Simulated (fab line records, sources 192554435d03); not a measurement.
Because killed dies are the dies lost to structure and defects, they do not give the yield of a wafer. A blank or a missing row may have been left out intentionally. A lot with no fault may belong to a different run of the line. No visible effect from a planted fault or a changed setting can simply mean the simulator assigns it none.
fab line records | flow n5Finfet
record lots=5 | wafers=14 | lastDay=17
route steps=1938 shown HKMG_FIN@402 BEOL_M4@1111 PASSIVATION@1936
lots that met no fault: from a run of the same line without faults
startH: hours from the record's first day to the start of the lot's first wafer shown | waitH: how many hours have passed since the lot's step before this one | " same as the row above | L1.1+2: one row covering several wafers at once | - no value, or no start given | * or withheld: withheld | < > ~ a bound
route shown NAME@n: NAME is a module with steps in the file, n the number in the route of the first one | usual: mean/standard deviation of fault-free wafers | same: alike in all rows | chamber/n: place in a boat | sites: each site's reading | _std_site: standard deviation of those values | _edge_site: the outer-site mean with the inner-site mean subtracted | radiusMm: how far each site lies from the wafer's centre | mask NAME#n: copy n | behind: the tool/chamber that last shaped the wafer | hold: what put the lot on hold/how long, in hours/how the hold closed | device: the n, p or np transistor that did not switch | end of line: tests run on the same wafers once the route is complete | step lacking rows: just its recipe | killed: not the wafer's yield, but the dies lost to structure and defects at the first sort | map: a wafer's dies, marking killed ones x, the rest . and places with no die _
set.NAME: the setting that was run; set.NAME@STEP: the one run at that earlier step | model.NAME: the simulator's own value behind a step, which no gauge read
lots at selected steps of the route; one table per step, one row per wafer
## steps
# step N5_HKMG_FIN_ETCH_54
# recipe chemistry=CF4 | target=SiARC | targetDepthA=455 | maskMaterial=CAR-ArF | timeS=75.8 | ionEnergyEv=80 | pressureMtorr=40 | sourceW=545 | biasW=36 | Ar_flow_sccm=100 | cf4FlowSccm=100 | ends=cleared
# step N5_HKMG_FIN_ETCH_55
# recipe chemistry=N2/H2 | target=SOC | targetDepthA=2400 | tempC=40 | timeS=300 | ionEnergyEv=200 | maskMaterial=SiARC | pressureMtorr=30 | sourceW=840 | biasW=150 | n2FlowSccm=200 | h2FlowSccm=200
# step N5_HKMG_FIN_STRIP_56
# recipe chemistry=N2/H2 | tempC=40 | n2FlowSccm=200 | h2FlowSccm=200 | rfFrequencyHz=6e+07
# step N5_HKMG_FIN_STRIP_57
# recipe chemistry=CF4 | resist=SiARC | powerW=300 | biasPowerW=75 | pressureMtorr=50 | cf4FlowSccm=150 | rfFrequencyHz=6e+07
# step N5_HKMG_FIN_ETCH_58
# recipe chemistry=N2/H2 | target=SOC | targetDepthA=2158 | ionEnergyEv=50 | biasW=13 | timeS=741 | pressureMtorr=30 | sourceW=875 | n2FlowSccm=200 | h2FlowSccm=200
# step N5_HKMG_FIN_STRIP_93
# recipe chemistry=N2/H2 | material=SOC | timeS=20 | powerW=500 | tempC=40 | pressureMtorr=50 | rfFrequencyHz=6e+07 | biasPowerW=8 | h2Frac=0.5 | n2FlowSccm=300 | h2FlowSccm=300
# step N5_HKMG_FIN_WET_ETCH_76
# recipe chemistry=dNH4OH | mix=1:50 | tempC=25 | target=Al2O3 | stopOn=La2O3 | targetDepthNm=2.25 | dry=ipaMarangoni | rinseTimeS=30 | rinseTempC=23
# step N5_HKMG_FIN_STRIP_60
# recipe chemistry=N2/H2 | powerW=2500 | tempC=300 | h2Frac=0.65 | timeS=360 | pressureMtorr=withheld | n2FlowSccm=1750 | h2FlowSccm=3250
# step N5_HKMG_FIN_WET_ETCH_77
# recipe chemistry=dHCl | mix=1:10000 | tempC=25 | target=La2O3 | stopOn=HfO2 | targetDepthNm=2
# step N5_HKMG_FIN_WET_ETCH_78
# recipe chemistry=dNH4OH | mix=1:50 | tempC=25 | target=Al2O3 | stopOn=La2O3 | targetDepthNm=4.5 | dry=ipaMarangoni | rinseTimeS=30 | rinseTempC=23
# step N5_HKMG_FIN_ALD_79
# recipe material=TiN | targetThkA=15 | tempC=400 | aldPrecursorFamily=TiCl4 | aldCoReactant=NH3 | pulseTimeS=1 | purgeTimeS=3 | coReactantPurgeTimeS=2 | coReactantPulseTimeS=2 | aldCycles=68 | pressureTorr=3
# step N5_HKMG_FIN_CVD_62
# recipe material=a-Si | targetThkA=30 | tempC=500 | precursor=Si2H6 | pressureTorr=1 | timeS=20.8
# step N5_HKMG_FIN_RTA_80
# recipe tempC=withheld | timeS=2 | ambient=N2 | idleTempC=600 | rampUpCPerS=150 | rampDownCPerS=60 | coolToC=600
lot.wafer  | tool         | chamber | startH | waitH
L664.2+4+5 | rtpAnneal-01 | 0       | 119.51 | 0.1
L668.1+2+5 | rtpAnneal-01 | 0       | 149.42 | 0.1
L675.1+5   | rtpAnneal-01 | 0       | 179.95 | 0.2
L676.3+4+5 | rtpAnneal-01 | 0       | 190.48 | 0.3
L677.3+4+5 | rtpAnneal-01 | 0       | 197.87 | 0.2
# step N5_HKMG_FIN_PRECLEAN_64
# recipe chemistry=dHF | timeS=30 | tempC=25 | dilution=withheld
# step N5_HKMG_FIN_WET_ETCH_65
# recipe chemistry=TMAH | tempC=70 | concWtPct=5 | target=a-Si | stopOn=TiN | timeS=49 | targetDepthNm=3
# step N5_HKMG_FIN_WET_ETCH_81
# recipe chemistry=SC1 | target=TiN | stopOn=HfO2 | mix=1:1:5 | tempC=60 | timeS=57 | targetDepthNm=6
# step N5_HKMG_FIN_WET_ETCH_82
# recipe chemistry=dHCl | mix=1:10000 | tempC=25 | target=La2O3 | stopOn=HfO2 | targetDepthNm=2 | dry=ipaMarangoni | rinseTimeS=30 | rinseTempC=23
# step N5_HKMG_FIN_ALD_36
# recipe material=TiN | targetThkA=10 | tempC=400 | aldPrecursorFamily=TiCl4 | aldCoReactant=NH3 | pulseTimeS=1 | purgeTimeS=3 | coReactantPurgeTimeS=2 | coReactantPulseTimeS=2 | aldCycles=47 | pressureTorr=3
# step N5_HKMG_FIN_PWFM_ALD_03
# recipe material=TiN | targetThkA=20 | tempC=400 | aldPrecursorFamily=TiCl4 | aldCoReactant=NH3 | pulseTimeS=1 | purgeTimeS=3 | coReactantPurgeTimeS=2 | coReactantPulseTimeS=2 | aldCycles=91 | pressureTorr=3
# step N5_HKMG_FIN_COAT_29
# recipe resist=SOC | tempC=250 | timeS=60 | spinRpm=1500 | resistThkNm=300
# step N5_HKMG_FIN_COAT_30
# recipe resist=SiARC | tempC=220 | timeS=60 | spinRpm=1500 | resistThkNm=35
# step N5_HKMG_FIN_COAT_06
# recipe resist=CAR-ArF | spinRpm=1500 | resistThkNm=90
# step N5_HKMG_FIN_EBR_08
# recipe solvent=PGMEA | ebrWidthMm=1.5
# step N5_HKMG_FIN_SOFTBAKE_07
# recipe tempC=110 | timeS=60 | resist=CAR-ArF
# step N5_HKMG_FIN_EXPOSE_09
# recipe maskId=NWFM | na=1.35 | sourceShape=conventional | sigmaOuter=0.8 | polarization=unpolarized | doseMj=39.25
# step N5_HKMG_FIN_PEB_10
# recipe pebTempC=withheld | pebTimeS=60 | resist=CAR-ArF
# step N5_HKMG_FIN_DEVELOP_11
# recipe developTimeS=30 | developer=TMAH | resist=CAR-ArF | devTempC=23 | rinseLiquid=diw | dry=airSpin
# step N5_HKMG_FIN_DESCUM_17
# recipe chemistry=O2 | timeS=7.9 | sourcePowerW=50 | biasPowerW=20 | pressureMtorr=20 | rfFrequencyHz=2.712e+07 | tempC=40 | resist=CAR-ArF | o2FlowSccm=225
# step N5_HKMG_FIN_ETCH_31
# recipe chemistry=CF4 | target=SiARC | targetDepthA=455 | maskMaterial=CAR-ArF | timeS=75.8 | ionEnergyEv=80 | pressureMtorr=40 | sourceW=545 | biasW=36 | Ar_flow_sccm=100 | cf4FlowSccm=100 | ends=cleared
# step N5_HKMG_FIN_ETCH_32
# recipe chemistry=N2/H2 | target=SOC | targetDepthA=2400 | tempC=40 | timeS=300 | ionEnergyEv=200 | maskMaterial=SiARC | pressureMtorr=30 | sourceW=840 | biasW=150 | n2FlowSccm=200 | h2FlowSccm=200
# step N5_HKMG_FIN_STRIP_33
# recipe chemistry=N2/H2 | tempC=40 | n2FlowSccm=200 | h2FlowSccm=200 | rfFrequencyHz=6e+07
# step N5_HKMG_FIN_STRIP_34
# recipe chemistry=CF4 | resist=SiARC | powerW=300 | biasPowerW=75 | pressureMtorr=50 | cf4FlowSccm=150 | rfFrequencyHz=6e+07
# step N5_HKMG_FIN_ETCH_35
# recipe chemistry=N2/H2 | target=SOC | targetDepthA=2158 | ionEnergyEv=65 | biasW=5 | sourceW=3000 | timeS=243.4 | pressureMtorr=30 | n2FlowSccm=200 | h2FlowSccm=200
# step N5_HKMG_FIN_STRIP_92
# recipe chemistry=N2/H2 | material=SOC | timeS=20 | powerW=500 | tempC=40 | pressureMtorr=50 | rfFrequencyHz=6e+07 | biasPowerW=8 | h2Frac=0.5 | n2FlowSccm=300 | h2FlowSccm=300
# step N5_HKMG_FIN_WET_ETCH_18
# recipe chemistry=SC1 | target=TiN | mix=1:1:5 | tempC=* | timeS=55 | targetDepthNm=5.2 | dry=ipaMarangoni | rinseTimeS=30 | rinseTempC=23
# step N5_HKMG_FIN_STRIP_19
# recipe chemistry=N2/H2 | powerW=2500 | tempC=300 | h2Frac=0.65 | timeS=360 | pressureMtorr=withheld | n2FlowSccm=1750 | h2FlowSccm=3250
# step N5_HKMG_FIN_ALD_91
# recipe material=TiN | targetThkA=10 | tempC=400 | aldPrecursorFamily=TiCl4 | aldCoReactant=NH3 | pulseTimeS=1 | purgeTimeS=3 | coReactantPurgeTimeS=2 | coReactantPulseTimeS=2 | aldCycles=47 | pressureTorr=3
# step N5_HKMG_FIN_COAT_85
# recipe resist=SOC | tempC=250 | timeS=60 | spinRpm=1500 | resistThkNm=300
# step N5_BEOL_M4_RC_MEAS_101
# usual DIBL_N=36.3/1.4 | DIBL_P=35.7/1.5 | IGATE_N=0.0121/0.0015 | IGATE_P=0.0036/0.00044 | IOFF_N=0.155/0.022 | IOFF_P=0.204/0.027 | IOFF_P_85C=3.6/0.4 | IOFF_P_LIN=0.098/0.011 | IOFF_P_LONG=0.000105/8.6e-06 | ION_N=671/9 | ION_P=459/6.2 | SS_N=71.5/0.54 | SS_P=73.1/0.56 | VT_N=250.2/2.6 | VT_N_LVT=98.8/2.7 | VT_P=-251/3.3 | VT_P_LONG=-275.9/2.9
lot.wafer | tool      | chamber | startH | waitH | DIBL_N[mV/V] | DIBL_P[mV/V] | IGATE_N[nA/um] | IGATE_P[nA/um] | IOFF_N[nA/um] | IOFF_P[nA/um] | IOFF_P_85C[nA/um] | IOFF_P_LIN[nA/um] | IOFF_P_LONG[nA/um] | ION_N[uA/um] | ION_P[uA/um] | SS_N[mV/dec] | SS_P[mV/dec] | VT_N[mV] | VT_N_LVT[mV] | VT_P[mV] | VT_P_LONG[mV]
L664.2    | prober-01 | 0       | 212.76 | 0.2   | 36.3         | 35.8         | 0.0108         | 0.0033         | 0.143         | 0.179         | 3.2               | 0.089             | 9.8e-05            | 663          | 445          | 70.8         | 73.0         | 253.2    | 103.5        | -255     | -275.9
L664.4    | "         | 0       | "      | "     | 36.3         | 35.8         | 0.0102         | 0.0031         | 0.139         | 0.180         | 3.2               | 0.088             | 9.8e-05            | 659          | 448          | 71.3         | 73.4         | 254.3    | 104.5        | -257     | -276.2
L664.5    | "         | 0       | "      | "     | 35.6         | 35.0         | 0.0104         | 0.0032         | 0.131         | 0.168         | 3.0               | 0.084             | 9.7e-05            | 648          | 443          | 71.2         | 72.4         | 254.9    | 104.7        | -257     | -280.1
L668.1    | prober-01 | 0       | 240.02 | 0.0   | 36.2         | 35.9         | 0.0141         | 0.0042         | 0.154         | 0.186         | 3.3               | 0.090             | 0.000102           | 687          | 469          | 72.3         | 73.5         | 252.0    | 95.6         | -255     | -275.3
L668.2    | "         | 0       | "      | "     | 37.0         | 37.1         | 0.0137         | 0.0040         | 0.170         | 0.207         | 3.6               | 0.098             | 9.7e-05            | 688          | 461          | 71.7         | 73.7         | 252.4    | 94.6         | -252     | -278.6
L668.5    | "         | 0       | "      | "     | 36.7         | 36.6         | 0.0129         | 0.0039         | 0.157         | 0.198         | 3.4               | 0.095             | 0.0001             | 679          | 463          | 72.0         | 72.9         | 248.4    | 96.0         | -253     | -277.5
L675.1    | prober-01 | 0       | 274.32 | 0.0   | 37.8         | 36.7         | 0.0084         | 0.0025         | 0.176         | 0.102         | 2.0               | 0.048             | 6.7e-05            | 684          | 426          | 71.6         | 73.7         | 248.4    | 76.8         | -269     | -293.6
L675.5    | "         | 0       | "      | "     | 37.3         | 36.0         | 0.0079         | 0.0023         | 0.167         | 0.104         | 2.0               | 0.048             | 6.9e-05            | 676          | 431          | 71.6         | 72.7         | 248.0    | 76.9         | -268     | -292.8
L676.3    | prober-02 | 0       | 285.27 | 0.3   | 36.9         | 36.8         | 0.0127         | 0.0038         | 0.151         | 0.197         | 3.5               | 0.094             | 0.000103           | 663          | 456          | 72.1         | 72.8         | 251.0    | 100.1        | -252     | -272.6
L676.4    | "         | 0       | "      | "     | 36.3         | 36.5         | 0.0097         | 0.0030         | 0.154         | 0.206         | 3.6               | 0.097             | 0.000105           | 656          | 457          | 71.2         | 72.5         | 252.0    | 98.8         | -252     | -275.8
L676.5    | "         | 0       | "      | "     | 38.8         | 38.3         | 0.0084         | 0.0025         | 0.194         | 0.115         | 2.2               | 0.054             | 7.4e-05            | 671          | 438          | 72.0         | 73.3         | 247.2    | 73.9         | -268     | -295.6
L677.3    | prober-01 | 0       | 293.95 | 0.3   | 37.5         | 36.5         | 0.0117         | 0.0035         | 0.166         | 0.207         | 3.6               | 0.095             | 0.0001             | 666          | 454          | 71.8         | 73.5         | 249.8    | 98.6         | -253     | -276.7
L677.4    | "         | 0       | "      | "     | 38.1         | 36.8         | 0.0108         | 0.0032         | 0.177         | 0.211         | 3.6               | 0.095             | 0.000102           | 662          | 452          | 72.6         | 73.9         | 250.0    | 97.5         | -251     | -277.2
L677.5    | "         | 0       | "      | "     | 37.8         | 35.3         | 0.0086         | 0.0026         | 0.171         | 0.089         | 1.8               | 0.043             | 6.1e-05            | 676          | 427          | 72.0         | 72.8         | 248.0    | 74.1         | -273     | -300.2
# step N5_PASSIVATION_PROBE_49
# usual defectLimitedYield=91.0/1.5 | killed_at_M0_to_M3=36/12 | killed_at_M4_up=14/5.5 | killedAtContacts=11/4.8 | killedAtFrontEnd=42/12 | killedAtOther=3.7/2.7 | killedDies=106/18 | killedOpen=70/13 | killedShort=35/8.2 | sort_bin_5_function=5.3/1 | sort_bin_6_memory=3.3/0.69 | sort_bin_8_speed=0.00/0.007 | sortNPass=1074/18 | sortYieldPct=91.0/1.5
# same grossDies=1180 | killedAtBackSide=0 | sort_bin_4_leakage[%]=0
lot.wafer | tool      | chamber | startH | waitH | defectLimitedYield[%] | killed_at_M0_to_M3 | killed_at_M4_up | killedAtContacts | killedAtFrontEnd | killedAtOther | killedDies | killedOpen | killedShort | sort_bin_5_function[%] | sort_bin_6_memory[%] | sort_bin_8_speed[%] | sortNPass | sortYieldPct[%]
L664.2    | prober-01 | -       | 320.02 | 0.1   | 91.9                  | 17                 | 10              | 12               | 53               | 4             | 96         | 65         | 30          | 4.4                    | 3.4                  | 0                   | 1084      | 91.9
L664.4    | prober-01 | -       | 320.12 | 0.2   | 93.8                  | 18                 | 16              | 4                | 34               | 1             | 73         | 44         | 28          | 3.7                    | 1.8                  | 0                   | 1107      | 93.8
L664.5    | prober-01 | -       | 320.17 | 0.2   | 91.8                  | 52                 | 9               | 8                | 26               | 2             | 97         | 76         | 21          | 4.4                    | 3.6                  | 0                   | 1083      | 91.8
L668.1    | prober-02 | -       | 348.11 | 0.4   | 92.3                  | 20                 | 10              | 15               | 38               | 8             | 91         | 58         | 33          | 4.7                    | 3.1                  | 0                   | 1089      | 92.3
L675.1    | prober-01 | -       | 379.78 | 0.0   | 88.7                  | 45                 | 15              | 6                | 66               | 1             | 133        | 87         | 46          | 6.4                    | 4.4                  | 14.83               | 872       | 73.9
L675.5    | prober-01 | -       | 379.98 | 0.2   | 89.7                  | 53                 | 11              | 4                | 47               | 6             | 121        | 75         | 43          | 5.9                    | 4.1                  | 13.98               | 894       | 75.8
L676.3    | prober-01 | -       | 399.74 | 0.1   | 90.7                  | 38                 | 14              | 10               | 45               | 3             | 110        | 72         | 38          | 5.7                    | 3.1                  | 0                   | 1070      | 90.7
L676.4    | prober-01 | -       | 399.79 | 0.2   | 91.0                  | 47                 | 6               | 16               | 37               | 0             | 106        | 62         | 44          | 5.3                    | 3.3                  | 0                   | 1074      | 91.0
L676.5    | prober-01 | -       | 399.84 | 0.2   | 87.5                  | 61                 | 12              | 12               | 62               | 1             | 148        | 98         | 50          | 7.7                    | 4.7                  | 9.32                | 922       | 78.1
L677.3    | prober-01 | -       | 401.35 | 0.1   | 89.3                  | 46                 | 10              | 2                | 65               | 3             | 126        | 75         | 50          | 5.7                    | 4.4                  | 0                   | 1054      | 89.3
L677.4    | prober-01 | -       | 401.40 | 0.2   | 89.6                  | 56                 | 7               | 13               | 46               | 1             | 123        | 83         | 40          | 6.4                    | 4.0                  | 0                   | 1057      | 89.6
L677.5    | prober-01 | -       | 401.45 | 0.2   | 88.5                  | 52                 | 10              | 8                | 64               | 2             | 136        | 89         | 46          | 6.2                    | 4.9                  | 28.98               | 702       | 59.5
# killed by level:class
L664.2 STI_FIN_REVEAL:geometricParticle:open=14 MOL_CONTACT_COAG:geometricParticle:open=11 FIN_SAQP:geometricParticle:open=9 FIN_SAQP:geometricParticle:short=6 BEOL_M3:geometricParticle:open=6 DUMMY_GATE:geometricParticle:short=4 GATE_CUT:geometricParticle:short=4 FIN_CUT:geometricParticle:open=3
L664.4 FIN_SAQP:geometricParticle:open=6 STI_FIN_REVEAL:geometricParticle:open=5 DUMMY_GATE:geometricParticle:open=5 BEOL_M3:geometricParticle:open=5 FIN_SAQP:geometricParticle:short=4 GATE_CUT:geometricParticle:short=4 MOL_CONTACT_COAG:geometricParticle:open=4 BEOL_M0_SAQP:geometricParticle:open=3
L664.5 BEOL_M2:geometricParticle:open=19 BEOL_M1:geometricParticle:open=14 MOL_CONTACT_COAG:geometricParticle:open=8 STI_FIN_REVEAL:geometricParticle:open=7 BEOL_M3:geometricParticle:open=7 FIN_SAQP:geometricParticle:open=5 BEOL_M0_SAQP:geometricParticle:open=4 BEOL_M8:geometricParticle:open=4
L668.1 MOL_CONTACT_COAG:geometricParticle:open=13 STI_FIN_REVEAL:geometricParticle:open=8 GATE_CUT:geometricParticle:short=8 BEOL_M0_SAQP:geometricParticle:open=6 DUMMY_GATE:geometricParticle:open=4 BEOL_M0_SAQP:geometricParticle:short=4 BEOL_M1:geometricParticle:open=4 DUMMY_GATE:geometricParticle:short=3
L675.1 STI_FIN_REVEAL:geometricParticle:open=18 BEOL_M0_SAQP:geometricParticle:open=14 FIN_SAQP:geometricParticle:open=11 FIN_SAQP:geometricParticle:short=9 GATE_CUT:geometricParticle:short=8 BEOL_M3:geometricParticle:open=6 MOL_CONTACT_COAG:geometricParticle:open=6 BEOL_M0:geometricParticle:short=5
L675.5 BEOL_M0_SAQP:geometricParticle:open=14 FIN_SAQP:geometricParticle:open=10 FIN_SAQP:geometricParticle:short=10 STI_FIN_REVEAL:geometricParticle:open=9 BEOL_M2:geometricParticle:open=8 BEOL_M1:geometricParticle:open=7 BEOL_M0_SAQP:geometricParticle:short=6 BEOL_M4:geometricParticle:open=5
L676.3 FIN_SAQP:geometricParticle:open=12 BEOL_M2:geometricParticle:open=11 FIN_SAQP:geometricParticle:short=8 MOL_CONTACT_COAG:geometricParticle:open=8 BEOL_M0_SAQP:geometricParticle:open=6 BEOL_M3:geometricParticle:open=6 BEOL_M4:geometricParticle:open=5 BEOL_M5:geometricParticle:open=5
L676.4 MOL_CONTACT_COAG:geometricParticle:open=14 BEOL_M0_SAQP:geometricParticle:open=10 BEOL_M3:geometricParticle:open=9 FIN_SAQP:geometricParticle:open=6 BEOL_M0_SAQP:geometricParticle:short=6 BEOL_M1:geometricParticle:open=6 BEOL_M2:geometricParticle:open=6 ILD0:geometricParticle:short=5
L676.5 FIN_SAQP:geometricParticle:open=16 STI_FIN_REVEAL:geometricParticle:open=16 BEOL_M2:geometricParticle:open=16 FIN_SAQP:geometricParticle:short=12 BEOL_M0_SAQP:geometricParticle:short=11 MOL_CONTACT_COAG:geometricParticle:open=9 BEOL_M0_SAQP:geometricParticle:open=8 BEOL_M1:geometricParticle:open=7
L677.3 STI_FIN_REVEAL:geometricParticle:open=19 FIN_SAQP:geometricParticle:open=16 BEOL_M0_SAQP:geometricParticle:short=11 BEOL_M3:geometricParticle:open=9 FIN_SAQP:geometricParticle:short=8 BEOL_M0_SAQP:geometricParticle:open=8 BEOL_M1:geometricParticle:short=6 STI_FIN_REVEAL:geometricParticle:short=5
L677.4 BEOL_M2:geometricParticle:open=18 FIN_SAQP:geometricParticle:open=13 STI_FIN_REVEAL:geometricParticle:open=13 BEOL_M0_SAQP:geometricParticle:short=12 BEOL_M1:geometricParticle:open=10 FIN_SAQP:geometricParticle:short=9 MOL_CONTACT_COAG:geometricParticle:open=9 BEOL_M0_SAQP:geometricParticle:open=7
L677.5 STI_FIN_REVEAL:geometricParticle:open=19 FIN_SAQP:geometricParticle:short=12 BEOL_M0_SAQP:geometricParticle:open=12 BEOL_M1:geometricParticle:open=8 BEOL_M3:geometricParticle:open=8 DUMMY_GATE:geometricParticle:open=7 BEOL_M0_SAQP:geometricParticle:short=7 MOL_CONTACT_COAG:geometricParticle:open=6
# map L675.1 (x killed, . not)
_________________..x.....x...________________
______________........xx......x._____________
___________..x.......x.............__________
__________x..............xx....x...x_________
________.xxx......x...x...x....x....x._______
_______xx.......x................x.x...______
______.x........x......................x_____
_____.............x....x.....x..x........____
____...x..x...............x...............___
___.......................x.x...x..........__
___xx..............xx.x.xx.......x.x.......__
__...........................x...x........xx_
__.x.x..............x....x.................._
_..............x......x..x......x..........x.
_.....x..x....................x...........x..
_....x...........................xx.......x..
_......x............x...........xx.....x..x..
_...x..........................x.............
_...............................x............
_.............x.x.x..x...x.x.x..x............
_.x...................xx..x.x..............x.
__.x.....x.x....x......x.......xxx.........._
__....................................x.x..._
___.x.....................................x__
___............................x.....x...x.__
____...............xx.....x.......x.......___
_____..xx.....x......x....x........x..x..____
______................x................x_____
_______xx...........x.x...x...x........______
________x............................._______
__________....x................xx..._________
___________........................__________
______________.......x...xx....._____________
_________________........x...________________
# map L676.5 (x killed, . not)
_________________.....x.....x________________
______________.................._____________
___________........x...x..x...x.x..__________
__________......x..................._________
________..x..........x...........x...._______
_______....xx............x......x..xx.x______
______...........x.x..........x.x..x...._____
_____..x....................x............____
____............x.....xx..x.x..x.x........___
___......x.........x....x......x.......xx..__
___.......x..x............x.x..x........x..__
__................x...........xx............_
__...x....................x................._
_.x.........x....................x...........
_........x.xx..x......x.....................x
_......x.....xxx..xxx.x..x................x..
_.....xx......x.......x.....x.....x..x.......
_.............................x............x.
_x.....x.......x..x.....x....................
_.x...x.x..x...........x........x.xx.x.....x.
_...................x.x.......x....x.........
__................x....x...x........xx......_
__.......x...........x....x..x.............._
___......x..x........x..x..x..............x__
___x.....x............xx...x......x........__
____xx.....x...x.x....x..............x....___
_____.......x...........................x____
______x................................._____
_______.x...............xx.......x....x______
________.........x...x..xx........x..._______
__________..xx.......x.......x......_________
___________......x.x.......x.......__________
______________........x..x..x..._____________
_________________.......x....________________
## key
firstSign step=N5_BEOL_M4_RC_MEAS_101 | reading=VT_N_LVT | direction=down | sigmas=8.7 | usual=98.8 | struck=75.5
effect step=N5_BEOL_M4_RC_MEAS_101 | reading=VT_P_LONG | direction=down | sigmas=6.7 | usual=-275.9 | struck=-295.5
effect step=N5_BEOL_M4_RC_MEAS_101 | reading=VT_P | direction=down | sigmas=5.7 | usual=-251 | struck=-270
effect step=N5_BEOL_M4_RC_MEAS_101 | reading=ION_P | direction=down | sigmas=4.7 | usual=459 | struck=430
effect step=N5_BEOL_M4_RC_MEAS_101 | reading=IOFF_P_LIN | direction=down | sigmas=4.6 | usual=0.098 | struck=0.048
effect step=N5_BEOL_M4_RC_MEAS_101 | reading=IOFF_P_LONG | direction=down | sigmas=4.3 | usual=0.000105 | struck=6.8e-05
effect step=N5_BEOL_M4_RC_MEAS_101 | reading=IOFF_P_85C | direction=down | sigmas=3.9 | usual=3.6 | struck=2.0
effect step=N5_BEOL_M4_RC_MEAS_101 | reading=IOFF_P | direction=down | sigmas=3.7 | usual=0.204 | struck=0.103
effect step=N5_BEOL_M4_RC_MEAS_101 | reading=IGATE_N | direction=down | sigmas=2.6 | usual=0.0121 | struck=0.0083
effect step=N5_BEOL_M4_RC_MEAS_101 | reading=IGATE_P | direction=down | sigmas=2.6 | usual=0.0036 | struck=0.0025
effect step=N5_PASSIVATION_PROBE_49 | reading=sort_bin_8_speed | direction=up | sigmas=99+ | usual=0.00 | struck=16.78
metAt N5_HKMG_FIN_RTA_80
struckWafers L675.1,L675.5,L676.5,L677.5
onsetBetween 149.42 179.95
fault kind=processParameterDrift | tool=rtpAnneal-01 | chamber=- | onsetH=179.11 | steps=N5_HKMG_FIN_RTA_80 | channel=timeS | offset=* | shape=step | endH=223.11 | scope=struckWafersOnly | actsIn=* | stated=*
